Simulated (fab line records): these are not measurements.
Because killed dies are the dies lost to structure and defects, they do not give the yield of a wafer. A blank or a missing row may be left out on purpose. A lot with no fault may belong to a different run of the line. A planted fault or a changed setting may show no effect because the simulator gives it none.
What tool caused it? :: flow n5 finfet :: Sampling: 24 lots, 72 wafers, 5 of 1938 route steps

== WHAT EACH GAUGE READ, for each wafer ==
N5_BEOL_M0_RS_MEAS_126: measures by four-point-probe.
lot: L074
measured: day 6 04:09
on: film metro-01
M0_RS (ohm/sq): 0.549 0.521 0.537

lot: L075
measured: day 6 06:56
on: film metro-02
M0_RS (ohm/sq): 0.538 0.543 0.538

lot: L076
measured: day 6 14:34
on: film metro-02
M0_RS (ohm/sq): 0.527 0.542 0.513

lot: L077
measured: day 6 17:21
on: film metro-02
M0_RS (ohm/sq): 0.538 0.532 0.517

lot: L078
measured: day 7 05:16
on: film metro-01
M0_RS (ohm/sq): 0.508 0.509 0.508

lot: L079
measured: day 7 11:10
on: film metro-01
M0_RS (ohm/sq): 0.529 0.498 0.504

lot: L080
measured: day 7 20:19
on: film metro-02
M0_RS (ohm/sq): 0.550 0.526 0.523

lot: L081
measured: day 8 00:36
on: film metro-02
M0_RS (ohm/sq): 0.518 0.542 0.524

lot: L082
measured: day 8 08:09
on: film metro-01
M0_RS (ohm/sq): 0.549 0.533 0.537

lot: L083
measured: day 8 16:13
on: film metro-01
M0_RS (ohm/sq): 0.536 0.530 0.517

lot: L084
measured: day 8 18:07
on: film metro-02
M0_RS (ohm/sq): 0.550 0.537 0.539

lot: L085
measured: day 9 09:10
on: film metro-01
M0_RS (ohm/sq): 0.583 0.549 0.546

lot: L086
measured: day 9 11:59
on: film metro-01
M0_RS (ohm/sq): 0.531 0.511 0.530

lot: L087
measured: day 9 14:09
on: film metro-02
M0_RS (ohm/sq): 0.518 0.543 0.531

lot: L088
measured: day 9 17:07
on: film metro-01
M0_RS (ohm/sq): 0.522 0.526 0.527

lot: L089
measured: day 9 19:39
on: film metro-02
M0_RS (ohm/sq): 0.549 0.539 0.523

lot: L090
measured: day 9 23:16
on: film metro-02
M0_RS (ohm/sq): 0.555 0.544 0.550

lot: L092
measured: day 10 08:11
on: film metro-02
M0_RS (ohm/sq): 0.543 0.530 0.531

lot: L091
measured: day 10 15:15
on: film metro-01
M0_RS (ohm/sq): 0.534 0.518 0.542

lot: L093
measured: day 10 16:35
on: film metro-01
M0_RS (ohm/sq): 0.511 0.521 0.508

lot: L094
measured: day 11 00:35
on: film metro-02
M0_RS (ohm/sq): 0.540 0.538 0.518

lot: L095
measured: day 11 06:40
on: film metro-02
M0_RS (ohm/sq): 0.541 0.529 0.533

lot: L096
measured: day 11 16:35
on: film metro-02
M0_RS (ohm/sq): 0.554 0.536 0.539

lot: L097
measured: day 11 19:48
on: film metro-02
M0_RS (ohm/sq): 0.525 0.517 0.505

N5_BEOL_M1_THK_MEAS_01.
lot: L074
measured: day 6 04:19
on: film metro-01
M1_ILD_THK (nm): 77.9 78.0 77.8

lot: L075
measured: day 6 07:04
on: film metro-01
M1_ILD_THK (nm): 78.0 78.9 79.3

lot: L076
measured: day 6 14:55
on: film metro-02
M1_ILD_THK (nm): 77.9 78.8 79.1

lot: L077
measured: day 6 17:29
on: film metro-02
M1_ILD_THK (nm): 76.5 78.0 79.0

lot: L078
measured: day 7 05:25
on: film metro-02
M1_ILD_THK (nm): 80.2 78.8 81.0

lot: L079
measured: day 7 11:18
on: film metro-01
M1_ILD_THK (nm): 78.6 78.3 79.1

lot: L080
measured: day 7 20:26
on: film metro-02
M1_ILD_THK (nm): 78.3 77.8 78.6

lot: L081
measured: day 8 00:44
on: film metro-01
M1_ILD_THK (nm): 78.5 77.7 80.0

lot: L082
measured: day 8 08:17
on: film metro-01
M1_ILD_THK (nm): 78.8 79.2 80.0

lot: L083
measured: day 8 16:20
on: film metro-01
M1_ILD_THK (nm): 77.4 77.3 79.1

lot: L084
measured: day 8 18:14
on: film metro-02
M1_ILD_THK (nm): 78.7 79.1 77.9

lot: L085
measured: day 9 09:17
on: film metro-01
M1_ILD_THK (nm): 78.8 81.6 80.7

lot: L086
measured: day 9 12:07
on: film metro-01
M1_ILD_THK (nm): 77.8 78.9 78.6

lot: L087
measured: day 9 14:17
on: film metro-01
M1_ILD_THK (nm): 79.0 78.3 79.7

lot: L088
measured: day 9 17:16
on: film metro-02
M1_ILD_THK (nm): 78.6 77.5 78.1

lot: L089
measured: day 9 19:47
on: film metro-01
M1_ILD_THK (nm): 79.6 78.6 79.4

lot: L090
measured: day 9 23:24
on: film metro-01
M1_ILD_THK (nm): 78.5 78.0 79.5

lot: L092
measured: day 10 08:19
on: film metro-02
M1_ILD_THK (nm): 77.8 78.3 79.8

lot: L091
measured: day 10 15:23
on: film metro-02
M1_ILD_THK (nm): 77.5 78.1 78.4

lot: L093
measured: day 10 16:43
on: film metro-01
M1_ILD_THK (nm): 79.5 78.0 79.3

lot: L094
measured: day 11 00:43
on: film metro-01
M1_ILD_THK (nm): 79.3 78.5 80.1

lot: L095
measured: day 11 06:48
on: film metro-01
M1_ILD_THK (nm): 78.2 78.8 79.9

lot: L096
measured: day 11 16:43
on: film metro-02
M1_ILD_THK (nm): 77.5 77.7 78.8

lot: L097
measured: day 11 19:56
on: film metro-02
M1_ILD_THK (nm): 77.8 78.9 78.5

N5_BEOL_M1_INSPECT_13: inspects for defects (brightfield).
lot: L074
measured: day 6 05:05
on: defect inspect-02
raw defect count: 382 456 553

lot: L075
measured: day 6 08:12
on: defect inspect-01
raw defect count: 313 444 423

lot: L076
measured: day 6 17:20
on: defect inspect-02
raw defect count: 377 386 473

lot: L077
measured: day 6 18:12
on: defect inspect-02
raw defect count: 498 517 470

lot: L078
measured: day 7 06:47
on: defect inspect-01
raw defect count: 344 324 363

lot: L079
measured: day 7 12:22
on: defect inspect-01
raw defect count: 635 834 464

lot: L080
measured: day 7 22:23
on: defect inspect-02
raw defect count: 405 633 476

lot: L081
measured: day 8 03:26
on: defect inspect-01
raw defect count: 433 419 518

lot: L082
measured: day 8 11:30
on: defect inspect-02
raw defect count: 404 468 518

lot: L083
measured: day 8 18:18
on: defect inspect-01
raw defect count: 480 552 631

lot: L084
measured: day 8 19:38
on: defect inspect-02
raw defect count: 381 358 498

lot: L085
measured: day 9 10:41
on: defect inspect-02
raw defect count: 458 400 381

lot: L086
measured: day 9 14:08
on: defect inspect-01
raw defect count: 532 479 595

lot: L087
measured: day 9 14:58
on: defect inspect-02
raw defect count: 442 453 511

lot: L088
measured: day 9 18:10
on: defect inspect-01
raw defect count: 573 579 555

lot: L089
measured: day 9 20:58
on: defect inspect-02
raw defect count: 375 315 283

lot: L090
measured: day 10 00:19
on: defect inspect-02
raw defect count: 433 424 428

lot: L092
measured: day 10 10:41
on: defect inspect-01
raw defect count: 437 547 529

lot: L091
measured: day 10 15:59
on: defect inspect-01
raw defect count: 368 550 410

lot: L093
measured: day 10 18:32
on: defect inspect-01
raw defect count: 506 568 503

lot: L094
measured: day 11 02:35
on: defect inspect-01
raw defect count: 446 721 692

lot: L095
measured: day 11 07:41
on: defect inspect-02
raw defect count: 426 519 432

lot: L096
measured: day 11 18:37
on: defect inspect-02
raw defect count: 652 477 649

lot: L097
measured: day 11 22:29
on: defect inspect-01
raw defect count: 456 520 419

N5_BEOL_M1_OVL_MEAS_29.
lot: L074
measured: day 6 06:02
on: overlay-01
V0_OVL (nm): -0.2 0.2 0.7

lot: L075
measured: day 6 09:09
on: overlay-01
V0_OVL (nm): -0.1 0.3 0.7

lot: L076
measured: day 6 18:21
on: overlay-02
V0_OVL (nm): -1.0 -1.1 0.3

lot: L077
measured: day 6 19:43
on: overlay-01
V0_OVL (nm): 0.3 0.2 -0.2

lot: L078
measured: day 7 07:43
on: overlay-01
V0_OVL (nm): 0.3 -0.3 0.5

lot: L079
measured: day 7 13:41
on: overlay-01
V0_OVL (nm): 0.6 -0.3 0.3

lot: L080
measured: day 7 23:15
on: overlay-01
V0_OVL (nm): -0.8 1.4 0.0

lot: L081
measured: day 8 04:25
on: overlay-02
V0_OVL (nm): 1.2 0.9 0.7

lot: L082
measured: day 8 12:27
on: overlay-01
V0_OVL (nm): 0.2 1.3 0.5

lot: L083
measured: day 8 19:19
on: overlay-01
V0_OVL (nm): -1.1 -1.1 -0.6

lot: L084
measured: day 8 20:37
on: overlay-02
V0_OVL (nm): -0.4 -0.2 0.1

lot: L085
measured: day 9 11:31
on: overlay-01
V0_OVL (nm): -0.1 -0.6 0.7

lot: L086
measured: day 9 15:05
on: overlay-02
V0_OVL (nm): 1.3 1.3 2.2

lot: L087
measured: day 9 15:55
on: overlay-01
V0_OVL (nm): -0.8 0.0 -0.8

lot: L088
measured: day 9 19:07
on: overlay-01
V0_OVL (nm): 0.2 1.1 1.2

lot: L089
measured: day 9 21:51
on: overlay-01
V0_OVL (nm): -0.7 -1.1 -0.6

lot: L090
measured: day 10 01:37
on: overlay-02
V0_OVL (nm): 0.0 0.1 -1.1

lot: L092
measured: day 10 11:42
on: overlay-01
V0_OVL (nm): 0.2 0.3 1.2

lot: L091
measured: day 10 16:47
on: overlay-02
V0_OVL (nm): 0.6 1.3 0.4

lot: L093
measured: day 10 19:24
on: overlay-01
V0_OVL (nm): 0.1 -0.6 0.7

lot: L094
measured: day 11 03:37
on: overlay-01
V0_OVL (nm): 0.0 0.5 0.7

lot: L095
measured: day 11 08:29
on: overlay-01
V0_OVL (nm): -0.5 0.7 0.2

lot: L096
measured: day 11 19:28
on: overlay-02
V0_OVL (nm): 0.9 -0.2 0.6

lot: L097
measured: day 11 23:26
on: overlay-02
V0_OVL (nm): 1.3 1.0 0.4

== EACH LOT AND THE TOOL THAT RAN IT (in order: tool; ch and the chambers of the sampled wafers; start) ==
lot: L074
N5_BEOL_M1_ETCH_74: rie diel-04 ch 0,3, day 6 05:09

lot: L075
N5_BEOL_M1_ETCH_74: rie diel-02 ch 0,1,3, day 6 08:16

lot: L076
N5_BEOL_M1_ETCH_74: rie diel-02 ch 2,3, day 6 17:25

lot: L077
N5_BEOL_M1_ETCH_74: rie diel-06 ch 0,2,3, day 6 18:36

lot: L078
N5_BEOL_M1_ETCH_74: rie diel-06 ch 0,3, day 7 06:57

lot: L079
N5_BEOL_M1_ETCH_74: rie diel-04 ch 0,1,2, day 7 12:40

lot: L080
N5_BEOL_M1_ETCH_74: rie diel-04 ch 0,3, day 7 22:30

lot: L081
N5_BEOL_M1_ETCH_74: rie diel-06 ch 0,2,3, day 8 03:40

lot: L082
N5_BEOL_M1_ETCH_74: rie diel-04 ch 2,3, day 8 11:34

lot: L083
N5_BEOL_M1_ETCH_74: rie diel-04 ch 0,1,2, day 8 18:27

lot: L084
N5_BEOL_M1_ETCH_74: rie diel-06 ch 0,1,2, day 8 19:42

lot: L085
N5_BEOL_M1_ETCH_74: rie diel-02 ch 0,3, day 9 10:45

lot: L086
N5_BEOL_M1_ETCH_74: rie diel-02 ch 0,1,3, day 9 14:12

lot: L087
N5_BEOL_M1_ETCH_74: rie diel-02 ch 0,1,2, day 9 15:02

lot: L088
N5_BEOL_M1_ETCH_74: rie diel-06 ch 2,3, day 9 18:13

lot: L089
N5_BEOL_M1_ETCH_74: rie diel-02 ch 0,1,3, day 9 21:02

lot: L090
N5_BEOL_M1_ETCH_74: rie diel-02 ch 0,1, day 10 00:41

lot: L092
N5_BEOL_M1_ETCH_74: rie diel-02 ch 0,1,2, day 10 10:53

lot: L091
N5_BEOL_M1_ETCH_74: rie diel-02 ch 0,1,2, day 10 16:03

lot: L093
N5_BEOL_M1_ETCH_74: rie diel-04 ch 0,2,3, day 10 18:36

lot: L094
N5_BEOL_M1_ETCH_74: rie diel-02 ch 0,1, day 11 02:39

lot: L095
N5_BEOL_M1_ETCH_74: rie diel-04 ch 2,3, day 11 07:44

lot: L096
N5_BEOL_M1_ETCH_74: rie diel-02 ch 0,2,3, day 11 18:41

lot: L097
N5_BEOL_M1_ETCH_74: rie diel-04 ch 0,2,3, day 11 22:34
- N5_BEOL_M1_ETCH_74: etches underlayer in N2/H2, target depth 6.5 nm, time 5.2 s.

== AS READ BY THE TOOLS THEMSELVES (means over the sampled wafers that have a number; for cases with no such wafer, the mark the record gives instead) ==
N5_BEOL_M1_ETCH_74.
lot: L074
tool: rie diel-04
drypump motor current A (A): 5.59
etch rf on time s (s): 5.13
oes product au (a.u.): 0.64
rf vpp V (V): 524.6
showerhead plenum p Torr (Torr): 2.57
throttle valve pct (%): 18.19

lot: L075
tool: rie diel-02
drypump motor current A (A): 5.88
etch rf on time s (s): 5.31
oes product au (a.u.): 0.62
rf vpp V (V): 525.3
showerhead plenum p Torr (Torr): 2.56
throttle valve pct (%): 18.07

lot: L076
tool: rie diel-02
drypump motor current A (A): 5.40
etch rf on time s (s): 5.33
oes product au (a.u.): 0.64
rf vpp V (V): 522.7
showerhead plenum p Torr (Torr): 2.51
throttle valve pct (%): 17.82

lot: L077
tool: rie diel-06
drypump motor current A (A): 5.91
etch rf on time s (s): 5.24
oes product au (a.u.): 0.64
rf vpp V (V): 525.8
showerhead plenum p Torr (Torr): 2.58
throttle valve pct (%): 18.01

lot: L078
tool: rie diel-06
drypump motor current A (A): 6.04
etch rf on time s (s): 5.25
oes product au (a.u.): 0.66
rf vpp V (V): 522.2
showerhead plenum p Torr (Torr): 2.51
throttle valve pct (%): 18.00

lot: L079
tool: rie diel-04
drypump motor current A (A): 5.98
etch rf on time s (s): 5.09
oes product au (a.u.): 0.76
rf vpp V (V): 524.7
showerhead plenum p Torr (Torr): 2.62
throttle valve pct (%): 17.76

lot: L080
tool: rie diel-04
drypump motor current A (A): 5.73
etch rf on time s (s): 5.14
oes product au (a.u.): 0.65
rf vpp V (V): 526.2
showerhead plenum p Torr (Torr): 2.61
throttle valve pct (%): 18.23

lot: L081
tool: rie diel-06
drypump motor current A (A): 5.93
etch rf on time s (s): 5.21
oes product au (a.u.): 0.64
rf vpp V (V): 525.2
showerhead plenum p Torr (Torr): 2.57
throttle valve pct (%): 18.04

lot: L082
tool: rie diel-04
drypump motor current A (A): 5.68
etch rf on time s (s): 5.08
oes product au (a.u.): 0.73
rf vpp V (V): 522.1
showerhead plenum p Torr (Torr): 2.50
throttle valve pct (%): 17.53

lot: L083
tool: rie diel-04
drypump motor current A (A): 5.97
etch rf on time s (s): 5.07
oes product au (a.u.): 0.75
rf vpp V (V): 526.3
showerhead plenum p Torr (Torr): 2.61
throttle valve pct (%): 17.78

lot: L084
tool: rie diel-06
drypump motor current A (A): 5.85
etch rf on time s (s): 5.19
oes product au (a.u.): 0.60
rf vpp V (V): 524.4
showerhead plenum p Torr (Torr): 2.62
throttle valve pct (%): 18.02

lot: L085
tool: rie diel-02
drypump motor current A (A): 5.78
etch rf on time s (s): 5.38
oes product au (a.u.): 0.59
rf vpp V (V): 524.4
showerhead plenum p Torr (Torr): 2.58
throttle valve pct (%): 18.07

lot: L086
tool: rie diel-02
drypump motor current A (A): 5.86
etch rf on time s (s): 5.30
oes product au (a.u.): 0.60
rf vpp V (V): 524.4
showerhead plenum p Torr (Torr): 2.54
throttle valve pct (%): 18.09

lot: L087
tool: rie diel-02
drypump motor current A (A): 5.76
etch rf on time s (s): 5.20
oes product au (a.u.): 0.63
rf vpp V (V): 522.8
showerhead plenum p Torr (Torr): 2.50
throttle valve pct (%): 18.01

lot: L088
tool: rie diel-06
drypump motor current A (A): 5.91
etch rf on time s (s): 5.19
oes product au (a.u.): 0.64
rf vpp V (V): 525.1
showerhead plenum p Torr (Torr): 2.58
throttle valve pct (%): 18.03

lot: L089
tool: rie diel-02
drypump motor current A (A): 5.86
etch rf on time s (s): 5.26
oes product au (a.u.): 0.61
rf vpp V (V): 525.1
showerhead plenum p Torr (Torr): 2.54
throttle valve pct (%): 18.10

lot: L090
tool: rie diel-02
drypump motor current A (A): 5.96
etch rf on time s (s): 5.20
oes product au (a.u.): 0.62
rf vpp V (V): 524.0
showerhead plenum p Torr (Torr): 2.51
throttle valve pct (%): 18.14

lot: L092
tool: rie diel-02
drypump motor current A (A): 5.77
etch rf on time s (s): 5.24
oes product au (a.u.): 0.63
rf vpp V (V): 522.0
showerhead plenum p Torr (Torr): 2.49
throttle valve pct (%): 18.01

lot: L091
tool: rie diel-02
drypump motor current A (A): 5.77
etch rf on time s (s): 5.30
oes product au (a.u.): 0.62
rf vpp V (V): 521.7
showerhead plenum p Torr (Torr): 2.49
throttle valve pct (%): 18.01

lot: L093
tool: rie diel-04
drypump motor current A (A): 5.69
etch rf on time s (s): 5.14
oes product au (a.u.): 0.67
rf vpp V (V): 523.6
showerhead plenum p Torr (Torr): 2.55
throttle valve pct (%): 17.91

lot: L094
tool: rie diel-02
drypump motor current A (A): 5.97
etch rf on time s (s): 5.27
oes product au (a.u.): 0.60
rf vpp V (V): 522.1
showerhead plenum p Torr (Torr): 2.51
throttle valve pct (%): 18.14

lot: L095
tool: rie diel-04
drypump motor current A (A): 5.58
etch rf on time s (s): 5.15
oes product au (a.u.): 0.65
rf vpp V (V): 523.4
showerhead plenum p Torr (Torr): 2.50
throttle valve pct (%): 17.90

lot: L096
tool: rie diel-02
drypump motor current A (A): 5.68
etch rf on time s (s): 5.26
oes product au (a.u.): 0.70
rf vpp V (V): 522.6
showerhead plenum p Torr (Torr): 2.52
throttle valve pct (%): 17.83

lot: L097
tool: rie diel-04
drypump motor current A (A): 5.70
etch rf on time s (s): 5.11
oes product au (a.u.): 0.67
rf vpp V (V): 524.4
showerhead plenum p Torr (Torr): 2.54
throttle valve pct (%): 17.91

== THE ANSWER, worked out from the rows above alone ==
Rule: usual is defined by the lots themselves. The widest of any qualifying gaps counts: lots, ordered by their means at a reading, are off when they make up no more than a third of the lots, leave a main group of 4 or more, and stand apart from it by 3 or more times the standard deviation of that group's means. A main group is skipped when, at the precision printed for the reading in the tables above, its means are all equal. Also off: a lot with no number at a reading for which 4 or more lots have one. All remaining lots with rows at the step are treated as sound. Order of review: gauges by route order, followed by the tools' own readings, for which a lot's mean as printed above is used. The first step at which some lot is off is used, and at that step the reading that is off furthest; a lot without a number counts as furthest.
No lot is off at any reading shown: from this, nothing can be told.

== WHAT WAS PUT IN BY THE SIMULATOR ==
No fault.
